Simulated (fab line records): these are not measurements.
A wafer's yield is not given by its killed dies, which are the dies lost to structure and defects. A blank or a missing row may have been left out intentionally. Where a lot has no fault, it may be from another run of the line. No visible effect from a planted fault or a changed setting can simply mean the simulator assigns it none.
Matching of chambers -- flow nand harc -- 4 sister chambers for NHARC_A_STAIRCASE_ALD_420 on ald hk-02
The step deposits SiO2, target thk 20 nm, pulse time 6 s, ald cycles 200. 20 wafers are shown with their chamber, then 10 later ones without.

WAFERS, EACH WITH ITS CHAMBER
wafer,chamber,heater power w (W),precursor pulse height rel
L075.1,1,461,0.994
L075.3,0,436,1.005
L075.6,2,522,1.015
L080.1,1,472,0.974
L080.2,2,532,0.982
L080.4,3,544,1.008
L082.4,0,426,0.959
L082.5,1,466,0.948
L082.6,2,547,0.980
L081.2,2,531,0.974
L081.4,3,527,0.976
L081.6,2,519,0.989
L081.1,1,455,1.031
L081.3,0,430,0.952
L081.5,3,559,1.031
L084.2,3,540,1.010
L084.3,2,530,0.970
L084.5,2,536,0.965
L085.2,1,471,0.963
L085.3,3,529,0.977

SIGNATURES (averages over the wafers above)
reading,chamber 0,chamber 1,chamber 2,chamber 3,scatter within a chamber
heater power w,430.67,465.00,531.00,539.80,9.45
precursor pulse height rel,0.97200,0.98200,0.98214,1.00040,0.0246
Rule: for each reading, subtract the chamber's mean from the wafer's reading, divide by that reading's scatter and square the result; add these up over the readings and take the root, which gives the wafer's distance from the chamber. The wafer belongs to the nearest chamber; if the next one is less than 2 further off, it can't be placed. How the scatter is found: for the shown wafers, subtract from each reading the mean of its chamber, square and add these, divide the total by (wafers less chambers), then take the root.

WAFERS MISSING THEIR CHAMBER
wafer,heater power w (W),precursor pulse height rel
L085.5,473,1.007
L089.2,471,1.004
L089.5,455,0.978
L089.6,534,0.974
L092.2,473,1.010
L092.4,429,0.977
L092.6,462,1.040
L095.1,535,1.009
L095.3,460,0.958
L095.6,543,1.000

WHICH CHAMBER EACH ONE RAN IN
wafer,from the rows above,in truth
L085.5,1,1
L089.2,1,1
L089.5,can't be placed: 1 or 0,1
L089.6,can't be placed: 2 or 3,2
L092.2,1,1
L092.4,0,0
L092.6,can't be placed: 1 or 0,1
L095.1,can't be placed: 3 or 2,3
L095.3,1,1
L095.6,can't be placed: 3 or 2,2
Correctly placed: 5 of 10. Can't be placed from these rows: 5 (the true chamber is among the candidates in 5). Placed wrongly: 0.
